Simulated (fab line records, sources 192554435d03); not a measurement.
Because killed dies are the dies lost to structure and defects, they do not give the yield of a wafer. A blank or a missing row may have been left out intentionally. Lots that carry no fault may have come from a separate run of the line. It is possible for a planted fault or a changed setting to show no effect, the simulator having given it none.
Split-lot trial ; flow n5 finfet ; on a route of 1938 steps: 7 lots, 21 wafers read

## SPLIT DETAILS
At N5_ZERO_LAYER_EXPOSE_08 (exposes mask ZERO, defocus 0 nm, target cd 2000 nm), the setting dose mj was moved away from the recipe's 16.2 on 4 of the 21 wafers read, by -5.9% to +1.9%. All remaining wafers had this setting at the recipe value.

## FROM THE SPLIT TO THE READING: what the file shows between them, 2 steps
- N5_ZERO_LAYER_DEVELOP_10: develop time 60 s (also split here: develop time s)
- N5_ZERO_LAYER_HARDBAKE_23: time 120 s

## THE READING
cd nm at N5_ZERO_LAYER_CD_MEAS_11, given in nm (cd target 2000 nm). Typical for fault-free wafers on this fab line: 1999.0 nm, with standard deviation 2.9 nm.

wafer;tool, chamber at the split;dose mj as run;against the recipe;cd nm, nm;against lot-mates on the recipe
L074.1;krf scanner-02, 0;15.24;-5.9%;1982.8;-13.0
L074.2;krf scanner-02, 0;16.2;recipe;1995.8;-
L074.3;krf scanner-02, 0;16.2;recipe;1995.7;-
L076.1;krf scanner-01, 0;15.24;-5.9%;1986.6;-13.6
L076.5;krf scanner-01, 0;16.2;recipe;2001.3;-
L076.6;krf scanner-01, 0;16.2;recipe;1999.1;-
L080.2;krf scanner-02, 0;16.2;recipe;1996.3;-
L080.4;krf scanner-02, 0;16.2;recipe;1995.6;-
L080.5;krf scanner-02, 0;16.2;recipe;2000.7;-
L089.2;krf scanner-02, 0;16.2;recipe;1997.8;-
L089.4;krf scanner-02, 0;16.2;recipe;1995.5;-
L089.6;krf scanner-02, 0;16.2;recipe;2000.2;-
L090.2;krf scanner-01, 0;16.2;recipe;1992.6;-
L090.3;krf scanner-01, 0;16.2;recipe;2001.1;-
L090.4;krf scanner-01, 0;16.2;recipe;2000.5;-
L092.1;krf scanner-02, 0;16.2;recipe;2003.1;-
L092.2;krf scanner-02, 0;16.2;recipe;2000.5;-
L092.6;krf scanner-02, 0;16.2;recipe;2001.9;-
L093.2;krf scanner-01, 0;16.51;+1.9%;2009.1;+6.3
L093.3;krf scanner-01, 0;16.2;recipe;2002.8;-
L093.6;krf scanner-01, 0;16.51;+1.9%;2004.6;+1.8

FIT RESULTS
A straight line over all 21 wafers: cd nm changes by +2.6 nm for each +1% of dose mj; r = +0.85; the points scatter about the line by 3.1 nm.
The same after taking each lot's own level away (the mean of its wafers on the recipe; 21 wafers): +2.23 nm for each +1%; r = +0.90; scatter 2.1 nm.
On that fit, the largest move of dose mj shifts the reading by 13 nm.
The span of the lots' own levels, 1995.75 to 2002.80 nm, comes to 2.4 times the standard deviation stated above.
In other words, the slope is changed by the lot-to-lot level; the two fits disagree.
Check: for one of the wafers moved furthest among these (-5.9%), held out of the fit, the line's prediction against its lot-mates is -13.4 nm. It came out at -13 nm against them.

## ADDITIONAL SPLITS CARRIED BY THESE WAFERS
Other splits were also applied to these wafers ahead of the reading. Each is held against what the fit with the lots' levels taken away leaves over:
other split on the same wafers;wafers away from the commonest value;r with cd nm (lot level and that fit taken away)
N5_ZERO_LAYER_DEVELOP_10 develop time s;10;+0.22

## FILE'S OWN FIT
cd nm changes by +2.24 nm for each +1% of dose mj, r = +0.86.
